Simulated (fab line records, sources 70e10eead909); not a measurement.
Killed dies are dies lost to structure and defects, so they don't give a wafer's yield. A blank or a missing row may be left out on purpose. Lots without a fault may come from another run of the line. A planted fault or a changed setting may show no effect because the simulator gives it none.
fab line records | flow nand_harc
record lots=24 wafers=72 last_day=24
route steps=1159 shown A_BLC@975 A_M0@1015 A_M1@1044 THIN_TSV@1102
lots that met no fault: from a run of the same line without faults
start_h: hours from the record's first day to the start of the lot's first wafer shown | wait_h: hours since the lot's step before | " the same as in the row above | L1.1+2: a row that stands for several wafers | - no value, or no start given | * or withheld: withheld | < > ~ a bound
route shown NAME@n: a module of which the file shows steps, and the number in the route of the first | usual: mean/standard deviation of fault-free wafers | same: alike in all rows | chamber/n: place in a boat | sites: the reading at each site | _std_site: their standard deviation | _edge_site: outer sites' mean less inner sites' | radius_mm: how far each site lies from the wafer's centre | mask NAME#n: copy n | behind: the tool/chamber that last shaped the wafer | hold: why the lot was held/for how many hours/how that ended | device: the transistor (n, p or np) that didn't switch | end of line: the same wafers' tests at the end of the route | a step without rows: its recipe alone | killed: dies lost to structure and defects at the first sort, not the wafer's yield | map: a wafer's dies, x killed, . not, _ none there
set.NAME: the setting as run; set.NAME@STEP: as run at that earlier step | model.NAME: the simulator's own value behind a step, which no gauge read
steps of the route over a sample of lots; a table a step, a row a wafer
services: from which hour (start_h, from the record's first day; less than 0 if before it) a tool's chamber was out of use, for how many hours, and why
## steps
# step NHARC_A_BLC_OVL_MEAS_11
# usual overlay_x_nm=0.2/0.73 overlay_y_nm=0.1/0.89
# columns lot.wafer tool chamber start_h wait_h overlay_x_nm overlay_y_nm
L075.1 overlay-02 - 399.61 - -0.5 0.1
L075.2 " - " " -0.1 -0.2
L075.4 " - " " -0.1 0.0
L076.1 overlay-02 - 399.99 - 0.4 -0.7
L076.3 " - " " 0.4 -1.6
L076.5 " - " " 0.6 -1.4
L078.2 overlay-02 - 401.22 - -0.9 0.5
L078.4 " - " " -0.5 0.7
L078.5 " - " " -0.1 0.2
L074.1 overlay-02 - 403.38 - -0.5 1.6
L074.4 " - " " -1.0 1.2
L074.6 " - " " -0.4 1.5
L079.3 overlay-02 - 419.38 - 1.0 -0.6
L079.5 " - " " 1.0 0.0
L079.6 " - " " 1.0 -0.5
L077.3 overlay-02 - 422.94 - -0.7 -0.2
L077.5 " - " " -0.8 -0.1
L077.6 " - " " -1.0 -0.5
L080.1 overlay-02 - 433.44 - 0.2 0.3
L080.3 " - " " 0.8 0.3
L080.5 " - " " 0.4 0.7
L081.2 overlay-02 - 437.34 - -0.4 1.5
L081.3 " - " " -0.8 2.0
L081.5 " - " " -0.4 1.3
L082.1 overlay-02 - 445.93 - 1.2 0.9
L082.4 " - " " 0.9 -0.5
L082.5 " - " " 1.0 0.2
L084.2 overlay-01 - 446.65 - 0.4 0.2
L084.4 " - " " 0.4 0.7
L084.6 " - " " 0.8 1.0
L083.2 overlay-02 - 446.80 - 0.3 -1.1
L083.4 " - " " 0.4 -1.0
L083.6 " - " " 0.5 -1.0
L085.4 overlay-01 - 459.18 - 0.1 1.3
L085.5 " - " " 0.2 1.2
L085.6 " - " " 1.0 1.0
L086.2 overlay-02 - 462.28 - 1.2 -0.3
L086.4 " - " " 1.2 0.1
L086.6 " - " " 0.9 0.5
L087.1 overlay-01 - 465.29 - -0.8 0.0
L087.2 " - " " -0.7 0.1
L087.4 " - " " -0.5 -0.3
L089.1 overlay-01 - 468.99 - 1.5 1.5
L089.4 " - " " 1.6 1.8
L089.5 " - " " 1.7 1.9
L088.1 overlay-02 - 470.89 - -0.1 0.8
L088.5 " - " " -0.2 1.2
L088.6 " - " " -1.2 0.7
L091.1 overlay-01 - 488.90 - 0.4 0.1
L091.2 " - " " 0.6 0.5
L091.3 " - " " 0.5 0.4
L090.3 overlay-02 - 493.25 - 1.1 -0.4
L090.4 " - " " 0.4 -0.3
L090.6 " - " " 0.6 -0.6
L092.3 overlay-02 - 493.90 - -0.3 -1.1
L092.4 " - " " -0.5 -0.6
L092.5 " - " " -0.4 -0.3
L095.2 overlay-02 - 503.91 - -1.4 0.3
L095.5 " - " " -0.5 0.0
L095.6 " - " " -0.3 -0.2
L093.2 overlay-01 - 504.22 - -0.4 -0.5
L093.3 " - " " 0.6 -1.0
L093.5 " - " " 0.1 -0.7
L094.1 overlay-02 - 513.04 - 0.9 -1.2
L094.4 " - " " 1.0 -0.5
L094.6 " - " " 0.9 -0.8
L096.3 overlay-01 - 523.23 - -0.4 -2.1
L096.5 " - " " -0.6 -1.7
L096.6 " - " " -0.1 -1.9
L097.1 overlay-01 - 524.02 - 0.9 0.0
L097.2 " - " " 0.9 -0.4
L097.4 " - " " 0.5 -0.3
# step NHARC_A_M0_PVD_20
# recipe target_thk_a=50 bias_v=168.6 power_w=15000 chamber_pressure_pa=0.12 time_s=8.06 substrate_temp_c=50 material=TaN
# usual throttle_valve_pct=30.0/1.3
# columns lot.wafer tool chamber start_h wait_h throttle_valve_pct
L075.4 pvd_sputter-01 - - - 28.6
L075.1 " - " " 31.3
L075.2 " - " " 30.7
L076.1 pvd_sputter-02 - - - 31.7
L076.3 " - " " 28.0
L076.5 " - " " 30.2
L078.2 pvd_sputter-02 - - - 29.9
L078.4 " - " " 28.4
L078.5 " - " " 30.2
L074.4 pvd_sputter-01 - - - 28.5
L074.1 " - " " 30.7
L074.6 " - " " 28.7
L079.3 pvd_sputter-01 - - - 28.6
L079.6 " - " " 28.5
L079.5 " - " " 31.2
L077.3 pvd_sputter-01 - - - 28.9
L077.5 " - " " 31.4
L077.6 " - " " 28.8
L080.1 pvd_sputter-01 - - - 31.1
L080.3 " - " " 28.6
L080.5 " - " " 30.6
L081.2 pvd_sputter-03 - - - 29.3
L081.3 " - " " 30.8
L081.5 " - " " 29.8
L082.1 pvd_sputter-01 - - - 31.2
L082.4 " - " " 30.9
L082.5 " - " " 28.8
L084.4 pvd_sputter-01 - - - 31.1
L084.2 " - " " 28.6
L084.6 " - " " 28.7
L083.4 pvd_sputter-03 - - - 28.5
L083.2 " - " " 33.2
L083.6 " - " " 28.7
L085.4 pvd_sputter-02 - - - 30.0
L085.6 " - " " 30.1
L085.5 " - " " 28.4
L086.2 pvd_sputter-01 - - - 28.6
L086.4 " - " " 29.0
L086.6 " - " " 28.5
L087.4 pvd_sputter-02 - - - 31.1
L087.2 " - " " 31.5
L087.1 " - " " 28.3
L089.4 pvd_sputter-01 - - - 31.0
L089.1 " - " " 28.7
L089.5 " - " " 28.5
L088.1 pvd_sputter-03 - - - 32.1
L088.6 " - " " 30.3
L088.5 " - " " 32.2
L091.1 pvd_sputter-02 - - - 28.2
L091.2 " - " " 30.8
L091.3 " - " " 31.8
L090.3 pvd_sputter-01 - - - 28.8
L090.4 " - " " 30.8
L090.6 " - " " 31.2
L092.4 pvd_sputter-02 - - - 30.1
L092.3 " - " " 30.9
L092.5 " - " " 30.1
L095.2 pvd_sputter-01 - - - 28.3
L095.6 " - " " 28.4
L095.5 " - " " 31.3
L093.2 pvd_sputter-01 - - - 31.3
L093.3 " - " " 30.8
L093.5 " - " " 28.8
L094.4 pvd_sputter-02 - - - 31.1
L094.1 " - " " 31.6
L094.6 " - " " 28.3
L096.3 pvd_sputter-01 - - - 31.9
L096.5 " - " " 30.4
L096.6 " - " " 28.1
L097.2 pvd_sputter-03 - - - 30.1
L097.1 " - " " 29.1
L097.4 " - " " 28.4
# step NHARC_A_M1_ETCH_28
# recipe target_depth_a=300 over_etch_frac=0.3 time_s=72.99 ion_energy_ev=150 cf4_flow_sccm=50 n2_flow_sccm=100 ar_flow_sccm=150 rf_w=300 bias_w=100 chemistry=CF4/N2
# usual drypump_motor_current_A=5.7/0.31 oes_product_au=1.000/0.009 rf_vpp_V=314.3/2.2 showerhead_plenum_p_Torr=2.64/0.12 throttle_valve_pct=19.794/0.0089
# columns lot.wafer tool chamber start_h wait_h drypump_motor_current_A oes_product_au rf_hours_counter_h rf_vpp_V showerhead_plenum_p_Torr throttle_valve_pct
L075.4 rie_diel-02 2 - - 5.2 0.999 2 318.3 2.79 19.804
L075.2 " 3 " " 5.9 1.007 1 314.4 2.64 19.790
L075.1 " 0 " " 5.8 0.989 2 312.2 2.56 19.788
L076.3 rie_diel-03 2 - - 6.0 1.002 0 311.6 2.52 19.789
L076.1 " 3 " " 5.5 0.989 0 315.1 2.78 19.788
L076.5 " 2 " " 6.0 0.998 - 311.3 2.52 19.793
L078.2 rie_diel-08 2 - - 5.6 1.013 8 316.0 2.80 19.792
L078.4 " 3 " " 5.8 1.008 7 310.9 2.46 19.804
L078.5 " 2 " " 5.6 1.021 - 317.2 2.80 19.787
L074.1 rie_diel-08 3 - - 5.8 1.009 8 310.6 2.47 19.792
L074.4 " 1 " " 5.6 0.995 7 313.8 2.68 19.801
L074.6 " 3 " " 5.8 1.009 - 310.3 2.47 19.790
L079.3 rie_diel-02 2 - - 5.1 0.996 2 317.9 2.79 19.786
L079.5 " 1 " " 6.4 1.009 - 314.8 2.61 19.764
L079.6 " 2 " " 5.1 1.001 - 317.9 2.79 19.784
L077.3 rie_diel-08 1 - - 5.6 0.996 8 315.7 2.68 19.792
L077.6 " 0 " " 5.5 0.996 - 311.1 2.52 19.788
L077.5 " 1 " " 5.6 1.005 - 315.8 2.68 19.806
L080.3 rie_diel-03 2 - - 6.0 1.007 3 312.9 2.52 19.802
L080.1 " 3 " " 5.5 1.002 3 317.7 2.78 19.783
L080.5 " 2 " " 6.0 0.992 - 311.9 2.52 19.785
L081.2 rie_diel-08 0 - - 5.5 0.986 8 313.0 2.52 19.800
L081.3 " 1 " " 5.6 0.991 9 316.2 2.68 19.802
L081.5 " 3 " " 5.8 1.005 - 312.0 2.46 19.807
L082.4 rie_diel-08 1 - - 5.6 1.000 9 314.9 2.68 19.787
L082.1 " 2 " " 5.6 1.008 10 317.2 2.80 19.791
L082.5 " 1 " " 5.6 0.995 - 315.1 2.68 19.789
L084.2 rie_diel-08 0 - - 5.5 0.983 9 311.7 2.52 19.787
L084.4 " 1 " " 5.6 0.998 9 314.3 2.68 19.799
L084.6 " 3 " " 5.8 1.011 - 312.0 2.46 19.794
L083.4 rie_diel-02 0 - - 5.8 1.012 3 312.8 2.56 19.788
L083.2 " 1 " " 6.4 1.030 3 312.1 2.60 19.781
L083.6 " 0 " " 5.8 0.999 - 313.7 2.56 19.780
L085.4 rie_diel-02 0 - - 5.8 0.993 3 312.2 2.56 19.786
L085.6 " 1 " " 6.4 1.026 - 313.3 2.60 19.801
L085.5 " 2 " " 5.1 1.004 - 316.9 2.79 19.783
L086.2 rie_diel-08 3 - - 5.8 1.003 10 312.2 2.46 19.780
L086.6 " 2 " " 5.6 0.999 - 316.0 2.80 19.793
L086.4 " 1 " " 5.6 1.006 - 316.4 2.68 19.790
L087.1 rie_diel-08 2 - - 5.6 1.007 10 317.0 2.80 19.801
L087.4 " 3 " " 5.8 1.011 10 311.5 2.46 19.790
L087.2 " 0 " " 5.5 0.984 9 311.7 2.52 19.795
L089.1 rie_diel-03 0 - - 5.9 0.996 7 314.1 2.60 19.792
L089.4 " 2 " " 6.0 1.009 7 310.4 2.52 19.797
L089.5 " 1 " " 6.1 1.003 - 315.4 2.70 19.798
L088.1 rie_diel-02 0 - - 5.8 0.994 4 313.5 2.56 19.806
L088.5 " 1 " " 6.4 1.008 - 312.2 2.60 19.801
L088.6 " 2 " " 5.1 1.003 - 316.8 2.79 19.800
L091.1 rie_diel-08 2 - - 5.6 0.993 1 316.6 2.80 19.795
L091.2 " 3 " " 5.8 1.002 1 310.7 2.46 19.801
L091.3 " 0 " " 5.5 0.992 1 313.1 2.52 19.806
L090.4 rie_diel-08 1 - - 5.6 0.994 2 314.1 2.68 19.795
L090.3 " 2 " " 5.5 0.987 2 315.4 2.80 19.801
L090.6 " 3 " " 5.8 1.009 - 311.3 2.46 19.792
L092.3 rie_diel-02 3 - - 5.9 1.004 4 315.1 2.64 19.797
L092.4 " 1 " " 6.4 1.009 4 312.8 2.60 19.786
L092.5 " 3 " " 5.9 1.000 - 314.7 2.64 19.798
L095.2 rie_diel-08 2 - - 5.6 0.992 2 316.0 2.80 19.808
L095.6 " 1 " " 5.6 0.999 - 314.5 2.68 19.782
L095.5 " 2 " " 5.6 0.984 - 316.7 2.80 19.789
L093.3 rie_diel-02 2 - - 5.1 1.000 0 316.5 2.79 19.801
L093.2 " 1 " " 6.4 0.990 0 312.9 2.60 19.801
L093.5 " 2 " " 5.2 0.993 - 317.7 2.79 19.800
L094.4 rie_diel-02 3 - - 6.0 0.984 0 315.5 2.64 19.801
L094.1 " 0 " " 5.8 0.997 1 312.7 2.56 19.790
L094.6 " 3 " " 5.9 0.988 - 315.0 2.64 19.794
L096.3 rie_diel-03 2 - - 6.0 0.997 13 313.0 2.52 19.802
L096.6 " 0 " " 5.9 1.000 - 312.8 2.60 19.811
L096.5 " 1 " " 6.1 0.982 - 315.5 2.70 19.804
L097.2 rie_diel-08 3 - - 5.8 1.010 4 311.2 2.46 19.788
L097.4 " 1 " " 5.6 1.005 3 315.1 2.68 19.802
L097.1 " 2 " " 5.6 0.993 3 318.8 2.80 19.809
# step NHARC_A_M1_INSPECT_27
# usual raw_defect_count=442/110
# columns lot.wafer tool chamber start_h wait_h raw_defect_count
L075.1 defect_inspect-02 - 411.32 0.0 350
L075.2 " - " " 381
L075.4 " - " " 422
L076.1 defect_inspect-02 - 411.59 0.0 430
L076.3 " - " " 476
L076.5 " - " " 406
L078.2 defect_inspect-02 - 412.34 0.0 519
L078.4 " - " " 508
L078.5 " - " " 688
L074.1 defect_inspect-02 - 414.24 0.0 355
L074.4 " - " " 327
L074.6 " - " " 347
L079.3 defect_inspect-02 - 430.49 0.0 401
L079.5 " - " " 357
L079.6 " - " " 611
L077.3 defect_inspect-02 - 434.08 0.0 458
L077.5 " - " " 327
L077.6 " - " " 578
L080.1 defect_inspect-01 - 445.41 0.0 506
L080.3 " - " " 462
L080.5 " - " " 480
L081.2 defect_inspect-02 - 453.09 0.0 567
L081.3 " - " " 472
L081.5 " - " " 483
L082.1 defect_inspect-02 - 457.08 0.0 793
L082.4 " - " " 409
L082.5 " - " " 748
L084.2 defect_inspect-01 - 458.48 0.0 403
L084.4 " - " " 423
L084.6 " - " " 384
L083.2 defect_inspect-01 - 458.89 0.0 407
L083.4 " - " " 342
L083.6 " - " " 386
L085.4 defect_inspect-02 - 471.21 0.0 568
L085.5 " - " " 539
L085.6 " - " " 309
L086.2 defect_inspect-01 - 473.32 0.0 391
L086.4 " - " " 452
L086.6 " - " " 391
L087.1 defect_inspect-02 - 476.33 0.0 319
L087.2 " - " " 483
L087.4 " - " " 426
L089.1 defect_inspect-02 - 483.58 0.0 405
L089.4 " - " " 431
L089.5 " - " " 494
L088.1 defect_inspect-01 - 486.45 0.0 269
L088.5 " - " " 283
L088.6 " - " " 303
L091.1 defect_inspect-01 - 501.50 0.0 601
L091.2 " - " " 545
L091.3 " - " " 465
L090.3 defect_inspect-01 - 504.69 0.0 341
L090.4 " - " " 447
L090.6 " - " " 529
L092.3 defect_inspect-01 - 505.08 0.0 399
L092.4 " - " " 319
L092.5 " - " " 385
L095.2 defect_inspect-02 - 517.19 0.0 620
L095.5 " - " " 902
L095.6 " - " " 742
L093.2 defect_inspect-01 - 518.62 0.0 387
L093.3 " - " " 498
L093.5 " - " " 427
L094.1 defect_inspect-02 - 524.99 0.0 521
L094.4 " - " " 565
L094.6 " - " " 621
L096.3 defect_inspect-01 - 534.71 0.0 357
L096.5 " - " " 537
L096.6 " - " " 387
L097.1 defect_inspect-01 - 535.16 0.0 457
L097.2 " - " " 334
L097.4 " - " " 335
# step NHARC_A_M1_PRE_CLEAN_32
# recipe time_s=12 temp_c=370 rf_power_w=300 gas=NH3
# usual heater_power_w=665/86
# columns lot.wafer tool chamber start_h wait_h heater_power_w since_wet_clean_h
L075.2 pecvd-04 0 411.39 0.1 521 22
L075.1 " 2 " " 791 22
L075.4 " 2 " " 798 -
L076.3 pecvd-02 2 411.67 0.1 650 65
L076.1 " 0 " " 690 65
L076.5 " 2 " " 661 -
L078.2 pecvd-03 1 412.42 0.1 662 107
L078.4 " 0 " " 531 -
L078.5 " 1 " " 659 -
L074.1 pecvd-04 0 414.32 0.1 598 25
L074.6 " 2 " " 704 -
L074.4 " 1 " " 652 -
L079.3 pecvd-03 2 430.58 0.1 847 125
L079.6 " 0 " " 555 -
L079.5 " 2 " " 857 -
L077.3 pecvd-04 0 434.15 0.1 632 45
L077.5 " 0 " " 641 -
L077.6 " 2 " " 818 -
L080.1 pecvd-02 0 445.65 0.2 655 99
L080.3 " 2 " " 628 99
L080.5 " 0 " " 642 -
L081.2 pecvd-04 1 453.18 0.1 644 64
L081.3 " 0 " " 611 -
L081.5 " 1 " " 645 -
L082.1 pecvd-04 1 457.15 0.1 628 68
L082.4 " 0 " " 519 -
L082.5 " 1 " " 628 -
L084.2 pecvd-03 0 458.55 0.1 607 153
L084.6 " 0 " " 599 -
L084.4 " 2 " " 856 -
L083.2 pecvd-03 0 458.96 0.1 575 154
L083.6 " 1 " " 707 -
L083.4 " 2 " " 734 -
L085.6 pecvd-04 1 471.32 0.1 672 -
L085.4 " 2 " " 780 -
L085.5 " 0 " " 631 -
L086.2 pecvd-04 1 473.99 0.7 650 85
L086.6 " 0 " " 632 -
L086.4 " 1 " " 654 -
L087.1 pecvd-04 1 476.41 0.1 601 87
L087.2 " 2 " " 753 87
L087.4 " 1 " " 593 -
L089.1 pecvd-02 1 484.07 0.5 698 137
L089.4 " 0 " " 570 -
L089.5 " 1 " " 700 -
L088.1 pecvd-03 0 486.51 0.1 608 0
L088.5 " 0 " " 610 -
L088.6 " 1 " " 640 -
L091.3 pecvd-02 2 501.56 0.1 656 154
L091.1 " 0 " " 654 154
L091.2 " 1 " " 753 154
L090.3 pecvd-02 2 504.77 0.1 604 158
L090.6 " 2 " " 614 -
L090.4 " 1 " " 759 -
L092.3 pecvd-03 0 505.15 0.1 592 19
L092.4 " 2 " " 752 -
L092.5 " 1 " " 694 -
L095.2 pecvd-03 2 518.97 1.8 734 33
L095.5 " 0 " " 545 -
L095.6 " 1 " " 706 -
L093.2 pecvd-04 1 519.10 0.5 621 130
L093.3 " 0 " " 560 -
L093.5 " 1 " " 610 -
L094.1 pecvd-03 2 525.08 0.1 831 39
L094.4 " 1 " " 679 -
L094.6 " 2 " " 853 -
L096.3 pecvd-04 2 534.80 0.1 814 146
L096.5 " 0 " " 612 -
L096.6 " 1 " " 676 -
L097.1 pecvd-04 2 535.23 0.1 763 146
L097.2 " 1 " " 656 146
L097.4 " 1 " " 649 -
# step NHARC_THIN_TSV_CMP_01
# recipe target_thk_um=3
# usual edge_zone_pressure_frac=1.000/0.0049 motor_current_A=11.3/1.1
# columns lot.wafer tool chamber start_h wait_h edge_zone_pressure_frac motor_current_A
L076.1 cmp-04 2 430.27 1.0 1.001 10.4
L076.3 " 3 " " 0.999 12.1
L076.5 " 2 " " 1.006 10.3
L078.4 cmp-02 2 431.47 0.4 1.006 10.7
L078.2 " 3 " " 1.001 12.4
L078.5 " 2 " " 1.001 11.7
L074.4 cmp-02 2 432.69 0.5 1.011 10.8
L074.1 " 3 " " 1.002 11.7
L074.6 " 0 " " 1.000 13.1
L075.1 cmp-01 3 433.85 1.0 0.998 11.1
L075.2 " 0 " " 1.007 12.2
L075.4 " 2 " " 0.995 13.9
L079.3 cmp-02 0 447.30 0.6 1.005 14.0
L079.6 " 0 " " 1.004 13.3
L079.5 " 1 " " 0.994 8.9
L077.3 cmp-04 0 448.54 0.7 1.002 11.4
L077.5 " 2 " " 1.006 10.2
L077.6 " 3 " " 0.994 11.8
L080.1 cmp-04 0 461.33 1.0 0.993 12.1
L080.3 " 1 " " 1.007 11.3
L080.5 " 0 " " 1.001 11.1
L081.3 cmp-02 1 472.77 0.6 1.002 8.9
L081.2 " 0 " " 0.999 14.1
L081.5 " 2 " " 1.004 10.8
L082.1 cmp-04 2 473.97 1.0 1.007 10.6
L082.4 " 0 " " 0.999 11.8
L082.5 " 2 " " 1.007 10.5
L084.2 cmp-04 0 475.20 0.9 1.003 11.2
L084.4 " 2 " " 0.995 10.6
L084.6 " 3 " " 1.002 11.8
L083.4 cmp-04 0 476.38 0.4 0.996 11.4
L083.2 " 1 " " 1.004 11.2
L083.6 " 0 " " 1.002 11.7
L085.4 cmp-04 0 490.17 0.5 1.008 11.6
L085.6 " 2 " " 1.000 10.6
L085.5 " 3 " " 1.002 11.6
L086.2 cmp-02 3 491.38 0.9 0.996 11.8
L086.4 " 0 " " 0.995 14.3
L086.6 " 2 " " 1.000 10.2
L087.1 cmp-02 1 492.54 1.0 1.008 9.5
L087.2 " 3 " " 1.000 11.9
L087.4 " 0 " " 0.999 13.1
L089.1 cmp-02 1 500.94 1.0 0.999 9.0
L089.4 " 0 " " 1.002 12.8
L089.5 " 1 " " 1.000 9.5
L088.1 cmp-04 3 502.16 1.0 0.998 11.6
L088.5 " 2 " " 1.004 10.9
L088.6 " 3 " " 1.000 12.0
L091.1 cmp-04 1 517.71 1.0 1.001 11.3
L091.2 " 2 " " 0.998 10.5
L091.3 " 0 " " 0.997 11.6
L090.4 cmp-04 3 518.91 0.4 1.006 11.3
L090.3 " 0 " " 0.999 11.7
L090.6 " 3 " " 0.996 12.2
L092.4 cmp-04 1 522.06 0.4 0.996 11.6
L092.3 " 2 " " 1.001 10.5
L092.5 " 1 " " 0.989 11.0
L095.2 cmp-04 3 539.10 0.9 0.999 12.2
L095.5 " 0 " " 1.004 11.6
L095.6 " 1 " " 0.994 12.0
L093.3 cmp-01 2 540.26 0.7 1.005 13.6
L093.2 " 3 " " 1.001 11.1
L093.5 " 1 " " 0.999 11.1
L094.1 cmp-04 2 541.44 1.0 0.995 10.8
L094.4 " 1 " " 0.997 11.3
L094.6 " 2 " " 0.992 10.2
L097.2 cmp-02 2 552.12 0.8 0.999 11.1
L097.4 " 3 " " 1.012 12.1
L097.1 " 0 " " 1.002 13.3
L096.3 cmp-04 2 553.36 0.7 0.996 10.7
L096.6 " 0 " " 1.001 12.0
L096.5 " 1 " " 0.999 11.5
## services
# columns tool chamber start_h hours kind
pecvd-03 - 390.62 0.5 repair
cmp-04 - 399.00 4.0 pm
rie_diel-02 1 413.95 6.9 repair
cmp-02 - 422.50 4.0 pm
cmp-04 - 434.67 1.1 repair
pecvd-03 0 440.29 4.2 repair
pecvd-04 2 450.28 15.4 repair
pvd_sputter-01 - 458.60 0.9 repair
rie_diel-02 0 462.37 1.8 repair
rie_diel-08 0 464.12 8.6 repair
pecvd-03 - 473.42 13.0 pm
rie_diel-08 0 475.52 3.8 repair
rie_diel-08 - 478.80 9.0 pm
cmp-02 - 480.15 1.0 repair
pvd_sputter-01 - 483.70 3.6 repair
cmp-04 - 497.04 4.0 pm
rie_diel-02 - 504.72 9.0 pm
pecvd-03 0 508.13 4.5 repair
pecvd-03 - 510.43 0.7 repair
pvd_sputter-01 - 514.03 10.0 pm
cmp-02 - 515.04 0.2 repair
pecvd-04 2 517.17 9.1 repair
cmp-02 - 517.69 3.3 repair
cmp-04 - 540.52 0.8 repair
## key
fault none
